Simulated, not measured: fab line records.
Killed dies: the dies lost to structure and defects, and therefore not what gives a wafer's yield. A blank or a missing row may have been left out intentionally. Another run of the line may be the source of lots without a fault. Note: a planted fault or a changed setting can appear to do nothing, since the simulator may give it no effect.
Split-lot experiment | flow n5Finfet | route with 1938 steps; 7 lots, 21 wafers read

== ABOUT THE SPLIT ==
At N5_BEOL_M10_EXPOSE_25 (exposes mask V9), the setting doseMj was moved away from the recipe's 85.5 on 6 of the 21 wafers read, by -7.4% to +2.8%. This setting was run at the recipe's value on the other wafers.

== FROM THE SPLIT TO THE READING: what the file shows between them, 2 steps ==
- N5_BEOL_M10_PEB_26: peb time 60 s
- N5_BEOL_M10_DEVELOP_27: develop time 30 s

== THE READING ==
Shown in nm: cdNm at N5_BEOL_M10_CD_MEAS_28, with target cd 70 nm. On this fab line, fault-free wafers typically give 69.6 nm with a standard deviation of 0.95 nm.

wafer  | tool, chamber at the split | doseMj as run | against the recipe | cdNm, nm | against lot-mates on the recipe
L075.2 | arfiScanner-03, 0          | 85.5          | recipe             | 70.2     | -
L075.3 | arfiScanner-03, 0          | 85.5          | recipe             | 70.2     | -
L075.6 | arfiScanner-03, 0          | 85.5          | recipe             | 70.2     | -
L077.1 | arfiScanner-03, 0          | 85.5          | recipe             | 68.2     | -
L077.2 | arfiScanner-03, 0          | 85.5          | recipe             | 68.3     | -
L077.5 | arfiScanner-03, 0          | 85.5          | recipe             | 68.9     | -
L078.4 | arfiScanner-02, 0          | 79.17         | -7.4%              | 64.0     | -5.1
L078.5 | arfiScanner-02, 0          | 79.17         | -7.4%              | 63.1     | -6.0
L078.6 | arfiScanner-02, 0          | 85.5          | recipe             | 69.1     | -
L081.1 | arfiScanner-03, 0          | 85.5          | recipe             | 68.5     | -
L081.3 | arfiScanner-03, 0          | 85.5          | recipe             | 69.1     | -
L081.5 | arfiScanner-03, 0          | 85.5          | recipe             | 68.7     | -
L082.1 | arfiScanner-01, 0          | 87.91         | +2.8%              | 71.0     | +1.9
L082.2 | arfiScanner-01, 0          | 85.5          | recipe             | 68.7     | -
L082.5 | arfiScanner-01, 0          | 85.5          | recipe             | 69.5     | -
L090.2 | arfiScanner-03, 0          | 85.5          | recipe             | 69.8     | -
L090.4 | arfiScanner-03, 0          | 85.5          | recipe             | 71.0     | -
L090.6 | arfiScanner-03, 0          | 83.68         | -2.1%              | 69.2     | -1.2
L093.4 | arfiScanner-01, 0          | 81.58         | -4.6%              | 66.7     | -2.6
L093.5 | arfiScanner-01, 0          | 85.5          | recipe             | 69.3     | -
L093.6 | arfiScanner-01, 0          | 81.58         | -4.6%              | 66.6     | -2.7

FIT RESULTS
A straight line over all 21 wafers: cdNm changes by +0.707 nm for each +1% of doseMj; r = +0.92; the points scatter about the line by 0.83 nm.
The same after taking each lot's own level away (the mean of its wafers on the recipe; 21 wafers): +0.701 nm for each +1%; r = +0.98; scatter 0.39 nm.
Per that fit: largest doseMj move, reading shift of 5.2 nm.
Across the lots, their own levels run from 68.47 to 70.40 nm, a range of 2.0 times the standard deviation given above.
The two slopes are in agreement: the lot-to-lot level therefore moves the slope only a little.
Check: -5.19 nm against its lot-mates is what the line predicts for one of the wafers moved furthest among these (-7.4%) when that wafer is left out of the fit. Against them it came out at -5.1 nm.

== ADDITIONAL SPLITS CARRIED BY THESE WAFERS ==
Note: prior to the reading, these wafers also went through further splits. Each is held against what the fit with the lots' levels taken away leaves over:
other split on the same wafers  | wafers away from the commonest value | r with cdNm (lot level and that fit taken away)
N5_BEOL_M9_TRENCH_ETCH_37 biasW | 10                                   | +0.13

== THE FILE'S OWN FIT ==
cdNm changes by +0.698 nm for each +1% of doseMj, r = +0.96.
